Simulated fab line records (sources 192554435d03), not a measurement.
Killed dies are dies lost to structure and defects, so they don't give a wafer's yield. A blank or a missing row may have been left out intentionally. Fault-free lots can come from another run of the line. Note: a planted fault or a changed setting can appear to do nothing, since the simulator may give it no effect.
Chamber matching + flow n5Finfet + 4 sister chambers for N5_SD_EPI_P_ETCH_16 on rieDiel-06
The step etches SiO2 in CHF3/O2, target depth 5 nm. 8 wafers are shown with their chamber, then 8 later ones without.

WAFERS PAIRED WITH THEIR CHAMBERS
| wafer  | chamber | showerheadPlenumPTorr (Torr) | rfVppV (V) |
|--------|---------|------------------------------|------------|
| L560.2 | 3       | 2.50                         | 534        |
| L562.2 | 2       | 2.54                         | 531        |
| L562.6 | 0       | 2.30                         | 522        |
| L572.3 | 3       | 2.49                         | 535        |
| L572.4 | 2       | 2.54                         | 529        |
| L572.6 | 1       | 2.36                         | 515        |
| L573.1 | 0       | 2.30                         | 522        |
| L573.3 | 1       | 2.36                         | 516        |

WAFERS MISSING THEIR CHAMBER
| wafer  | showerheadPlenumPTorr (Torr) | rfVppV (V) |
|--------|------------------------------|------------|
| L573.5 | 2.54                         | 528        |
| L575.3 | 2.36                         | 515        |
| L575.4 | 2.29                         | 522        |
| L576.1 | 2.35                         | 515        |
| L576.5 | 2.49                         | 532        |
| L576.6 | 2.53                         | 528        |
| L578.1 | 2.29                         | 520        |
| L578.5 | 2.53                         | 528        |

THE CHAMBER EACH PASSED THROUGH
| wafer  | from the rows above | in truth |
|--------|---------------------|----------|
| L573.5 | 2                   | 2        |
| L575.3 | 1                   | 1        |
| L575.4 | 0                   | 0        |
| L576.1 | 1                   | 1        |
| L576.5 | 3                   | 3        |
| L576.6 | 2                   | 2        |
| L578.1 | 0                   | 0        |
| L578.5 | 2                   | 2        |
Correctly placed: 8 of 8. Number that these rows cannot place: 0. Placed wrongly: 0.
How it was worked out, from the rows above alone: a wafer's distance from a chamber is the root of the sum, over the readings, of the square of ((its reading less the chamber's mean) divided by the reading's scatter). If the next closest chamber is less than 2 further off than the closest, the wafer can't be placed; otherwise it belongs to the closest. For every chamber, the mean is computed from those of its wafers that are shown. How the scatter is found: for the shown wafers, subtract from each reading the mean of its chamber, square and add these, divide the total by (wafers less chambers), then take the root.
